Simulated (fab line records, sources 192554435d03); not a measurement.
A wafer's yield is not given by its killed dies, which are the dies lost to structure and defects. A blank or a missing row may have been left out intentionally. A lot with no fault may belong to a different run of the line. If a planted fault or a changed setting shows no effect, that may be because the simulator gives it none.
Matching of chambers ; flow n5-finfet ; pecvd-02 running N5_BEOL_M5_PECVD_70: 3 sister chambers
The step deposits SiO2 from TEOS/O2, target thk 16 nm, time 18 s. 20 wafers are shown with their chamber, then 10 later ones without.

EACH WAFER AND ITS CHAMBER
wafer;chamber;showerhead-plenum-p-Torr (Torr);throttle-valve-pct (%);heater-power-outer-w (W)
L074.3;2;8.79;21.9;580
L074.4;0;8.71;22.9;426
L074.5;1;8.67;22.3;448
L077.1;0;8.70;23.1;455
L077.2;1;8.66;22.4;390
L077.5;1;8.70;22.3;396
L078.1;1;8.69;22.3;415
L078.3;0;8.72;22.6;450
L078.4;1;8.68;22.2;432
L086.2;0;8.72;23.0;413
L086.3;2;8.77;22.2;549
L086.6;2;8.79;22.0;566
L088.3;1;8.68;22.2;356
L088.5;1;8.70;22.1;353
L088.6;0;8.72;23.0;408
L089.2;1;8.66;22.2;439
L089.4;1;8.68;22.3;431
L089.5;2;8.82;22.0;546
L090.2;2;8.79;22.2;646
L090.4;0;8.70;22.7;461

SIGNATURES, as means of the wafers listed above
reading;chamber 0;chamber 1;chamber 2;scatter within a chamber
showerhead-plenum-p-Torr;8.7117;8.6800;8.7920;0.0145
throttle-valve-pct;22.883;22.256;22.060;0.138
heater-power-outer-w;435.50;406.67;577.40;33.5
Rule: a wafer lies at a distance from a chamber equal to the root of the sum of squares, over the readings, of (its reading less the chamber's mean, divided by the reading's scatter). If the next closest chamber is less than 2 further off than the closest, the wafer can't be placed; otherwise it belongs to the closest. The scatter is the square root of a quotient: the sum, over the shown wafers, of each reading's squared deviation from its chamber's mean, divided by wafers minus chambers.

WAFERS MISSING THEIR CHAMBER
wafer;showerhead-plenum-p-Torr (Torr);throttle-valve-pct (%);heater-power-outer-w (W)
L090.5;8.80;22.2;659
L093.3;8.79;22.0;591
L093.5;8.78;22.3;602
L093.6;8.70;22.3;353
L097.1;8.79;22.5;539
L097.2;8.71;22.8;416
L097.6;8.67;22.2;427
L094.1;8.70;22.3;448
L094.2;8.78;22.2;650
L094.6;8.70;22.9;431

WHICH CHAMBER EACH ONE RAN IN
wafer;from the rows above;in truth
L090.5;2;2
L093.3;2;2
L093.5;2;2
L093.6;1;1
L097.1;2;2
L097.2;0;0
L097.6;1;1
L094.1;1;1
L094.2;2;2
L094.6;0;0
Correctly placed: 10 of 10. Can't be placed from these rows: 0. Wrongly placed: 0.
